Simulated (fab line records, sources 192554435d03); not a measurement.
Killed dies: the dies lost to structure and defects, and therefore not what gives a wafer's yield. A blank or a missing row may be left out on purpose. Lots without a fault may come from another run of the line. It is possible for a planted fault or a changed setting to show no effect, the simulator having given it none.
Struck lot and sound lot, side by side / flow n5_finfet / 42 steps out of a route of 1938
Sound: wafers L468.3, L468.4, L468.6. Struck: wafer L473.4 (left out: L473.1, a lot-mate that was not struck); the cause follows at the end.
Order at every step that has rows: each side's tool, ch and its chambers, its first start. Under that, the readings that differ: sound wafers / struck wafers / difference of the means / sigmas: that difference in standard deviations of wafers without a fault.
alike: readings whose means differ by less than 2 such deviations, and words and numbers that are the same on both sides. not compared: withheld readings, readings that some wafer has no value for, bounds like >300 that may hide the same value, and numbers for which the record gives no deviation and whose values overlap.
The two part at a step that has a row with sigmas, a row that says differs or no value, or rows on one side only. Numbers that don't overlap but have no deviation are shown without sigmas and don't part them. A reading missing from all wafers of one side parts the sides only when that side holds two or more wafers.

first, 12 steps without rows for these wafers: N5_SD_EPI_N_STRIP_36 (strips in N2/H2); N5_SD_EPI_N_ETCHBACK_44 (etches SiNx in CH3F/O2, stops on SiO2, target depth 14.5 nm); N5_SD_EPI_N_ETCH_45 (etches SiOCN in CH3F/O2, target depth 6 nm); N5_SD_EPI_N_ETCH_16 (etches SiO2 in CHF3/O2, target depth 5 nm); N5_SD_EPI_N_STRIP_47 (strips in CHF3/O2); N5_SD_EPI_N_SD_RECESS_17 (chemistry HBr/Cl2/O2, target depth 41 nm, time 23.7 s, bt time 3 s); N5_SD_EPI_N_STRIP_38 (strips in N2/H2); N5_SD_EPI_N_WET_ETCH_43 (etches SiO2 in dHF, time 14 s, target depth 1.5 nm); N5_SD_EPI_N_STRIP_18 (strips in SPM, time 750 s); N5_SD_EPI_N_SRD_20 (time 30 s); N5_SD_EPI_N_PRECLEAN_48 (cleans in NF3:NH3, afs cycles 2, time 20 s, sublimation time 60 s); N5_SD_EPI_N_VAPOR_ETCH_50 (etches Si in HCl, time 54 s).
N5_SD_EPI_N_EPI_21: deposits Si:P, time 690 s.
  sound on epi_rpcvd-04 ch 0, day 5 10:05; struck on epi_rpcvd-04 ch 0, day 6 15:40
reading=model.Si-P_of_SD_EPI_N_EPI_21.thk_nm (nm); sound=58.4 59 59.2; struck=53.2; difference=-5.7; sigmas=
  not compared: susceptor_temp_C, susceptor_temp_C_max
N5_SD_EPI_N_EPI_MEAS_23:
  sound on film_metro-02, day 5 11:14; struck on film_metro-01, day 6 17:23
reading=thk_nm (nm); sound=58.4 58.6 57.0; struck=52.5; difference=-5.5; sigmas=-5
then, 24 steps without rows for these wafers: N5_SD_EPI_N_PRECLEAN_24 (cleans in O3/DIW, time 60 s); N5_SD_EPI_N_SRD_25 (time 30 s); N5_SD_EPI_N_PRECLEAN_49 (cleans in NF3:NH3, afs cycles 1, time 20 s, sublimation time 60 s); N5_SD_EPI_N_LINER_46 (material SiNx, target thk 3 nm); N5_SD_EPI_P_COAT_34 (time 60 s, resist thk 350 nm); N5_SD_EPI_P_COAT_35 (time 60 s, resist thk 35 nm); N5_SD_EPI_P_COAT_03 (resist thk 150 nm); N5_SD_EPI_P_EBR_05; N5_SD_EPI_P_SOFTBAKE_04 (time 60 s); N5_SD_EPI_P_EXPOSE_06 (exposes mask SD P BLK, target cd 240 nm); N5_SD_EPI_P_PEB_07 (peb time 60 s); N5_SD_EPI_P_DEVELOP_08 (develop time 30 s); N5_SD_EPI_P_DESCUM_14 (chemistry O2, time 7.9 s); N5_SD_EPI_P_ETCH_36 (etches SiARC in CF4, target depth 45.5 nm, time 75.8 s); N5_SD_EPI_P_ETCH_37 (etches SOC in N2/H2, overetch 108 nm, time 486 s); N5_SD_EPI_P_STRIP_38 (strips in N2/H2); N5_SD_EPI_P_ETCHBACK_46 (etches SiNx in CH3F/O2, stops on SiO2, target depth 17.5 nm); N5_SD_EPI_P_ETCH_47 (etches SiOCN in CH3F/O2, target depth 25 nm); N5_SD_EPI_P_ETCH_16 (etches SiO2 in CHF3/O2, target depth 5 nm); N5_SD_EPI_P_STRIP_50 (strips in CHF3/O2); N5_SD_EPI_P_SD_RECESS_17 (chemistry HBr/Cl2/O2, target depth 39.1 nm, bt time 3 s); N5_SD_EPI_P_WET_ETCH_45 (etches SiO2 in dHF, time 10.7 s, target depth 2 nm, rinse time 30 s); N5_SD_EPI_P_STRIP_40 (strips in N2/H2); N5_SD_EPI_P_PRECLEAN_52 (cleans in O3/DIW, time 60 s).
N5_SD_ACTIVATION_RS_MEAS_03: uses a four-point probe to measure.
  sound on film_metro-01, day 5 16:23; struck on film_metro-01, day 6 23:08
reading=RS_SD_N (ohm/sq); sound=22.34 21.90 21.95; struck=24.23; difference=+2.17; sigmas=+9
  alike: RS_SD_P
N5_MOL_CONTACT_COAG_ETCH_15: etches SiNx in CH3F/O2, stops on Si:P, target depth 7 nm.
  sound on rie_diel-04 ch 1,3, day 6 23:25; struck on rie_diel-06 ch 1, day 8 04:20
reading=model.Si-P_of_SD_EPI_N_EPI_21.thk_nm (nm); sound=57.6 58.2 58.4; struck=52.4; difference=-5.7; sigmas=
  alike: drypump_motor_current_A, oes_ar_750_au, oes_product_au, rf_vpp_V, showerhead_plenum_p_Torr, throttle_valve_pct
  not compared: rf_hours_counter_h
-- the record jumps here: 3 days lie between the struck wafers' starts before and after (it left off in module MOL_CONTACT_COAG and takes up again in module BEOL_M4, whose first step shown is number 1111 of the route) --
N5_BEOL_M4_RC_MEAS_101:
  sound on prober-02 ch 0, day 10 05:22; struck on prober-02 ch 0, day 11 04:43
reading=RS_SD_N (ohm/sq); sound=28.7 28.4 28.5; struck=31.6; difference=+3.1; sigmas=+10
  alike: DIBL_N, DIBL_P, IOFF_N, IOFF_P, ION_N, ION_P, SS_N, SS_P, VT_N, VT_P
-- record jumps: 5 days separate the struck wafers' starts on either side; left off in module BEOL_M4, taken up again in module PASSIVATION, whose first shown step is the route's number 1936 --
N5_PASSIVATION_PROBE_49:
  sound on prober-02, day 14 13:50; struck on prober-02, day 15 19:30
  alike: defect_limited_yield, killed_at_M0_to_M3, killed_at_M4_up, killed_at_contacts, killed_at_front_end, killed_at_other, killed_dies, killed_open, killed_short, sort_bin_5_function, sort_bin_6_memory, sort_bin_8_speed, sort_n_pass, sort_yield_pct

## WHERE THEY PART
First at N5_SD_EPI_N_EPI_MEAS_23; last, within this record, at N5_BEOL_M4_RC_MEAS_101. Later steps at which nothing parts them and some readings are alike: N5_PASSIVATION_PROBE_49.

WHY: what the simulator had put in
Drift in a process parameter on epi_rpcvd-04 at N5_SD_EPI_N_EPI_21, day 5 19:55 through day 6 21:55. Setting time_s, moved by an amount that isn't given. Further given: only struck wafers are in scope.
